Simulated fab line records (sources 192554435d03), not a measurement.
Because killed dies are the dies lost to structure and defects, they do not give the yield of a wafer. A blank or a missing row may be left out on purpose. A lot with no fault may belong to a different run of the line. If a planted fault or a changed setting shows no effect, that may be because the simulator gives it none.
Chamber matching :: flow n5 finfet :: N5_BEOL_M3_DEP_57 on pecvd-01 has 3 sister chambers
The step deposits SiCN from 3MS/NH3, target thk 8 nm, time 14 s. 3 wafers are shown with their chamber, then 7 later ones without.

WAFERS PAIRED WITH THEIR CHAMBERS
wafer: L196.1
chamber: 1
showerhead plenum p Torr (Torr): 3.654

wafer: L198.3
chamber: 0
showerhead plenum p Torr (Torr): 3.659

wafer: L198.4
chamber: 2
showerhead plenum p Torr (Torr): 3.674

WAFERS WHOSE CHAMBER IS MISSING
wafer: L198.5
showerhead plenum p Torr (Torr): 3.641

wafer: L199.1
showerhead plenum p Torr (Torr): 3.634

wafer: L199.2
showerhead plenum p Torr (Torr): 3.652

wafer: L199.5
showerhead plenum p Torr (Torr): 3.644

wafer: L200.2
showerhead plenum p Torr (Torr): 3.641

wafer: L200.5
showerhead plenum p Torr (Torr): 3.663

wafer: L200.6
showerhead plenum p Torr (Torr): 3.651

THE CHAMBER EACH PASSED THROUGH
wafer: L198.5
from the rows above: can't be placed: 1 or 0 or 2
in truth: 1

wafer: L199.1
from the rows above: can't be placed: 1 or 0 or 2
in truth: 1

wafer: L199.2
from the rows above: can't be placed: 1 or 0 or 2
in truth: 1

wafer: L199.5
from the rows above: can't be placed: 1 or 0 or 2
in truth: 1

wafer: L200.2
from the rows above: can't be placed: 1 or 0 or 2
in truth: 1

wafer: L200.5
from the rows above: can't be placed: 0 or 1 or 2
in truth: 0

wafer: L200.6
from the rows above: can't be placed: 1 or 0 or 2
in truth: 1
Placed correctly: 0 of 7. These rows do not allow placing 7 (true chamber among the candidates in 7). Placed wrongly: 0.
How it was worked out, from the rows above alone: a wafer's distance from a chamber is the root of the sum, over the readings, of the square of ((its reading less the chamber's mean) divided by the reading's scatter). If the next closest chamber is less than 2 further off than the closest, the wafer can't be placed; otherwise it belongs to the closest. Each chamber's mean is taken over the wafers shown for it. The scatter: with one shown wafer a chamber, the root of the mean of the squares of how far each hidden wafer lies from its nearest shown one.
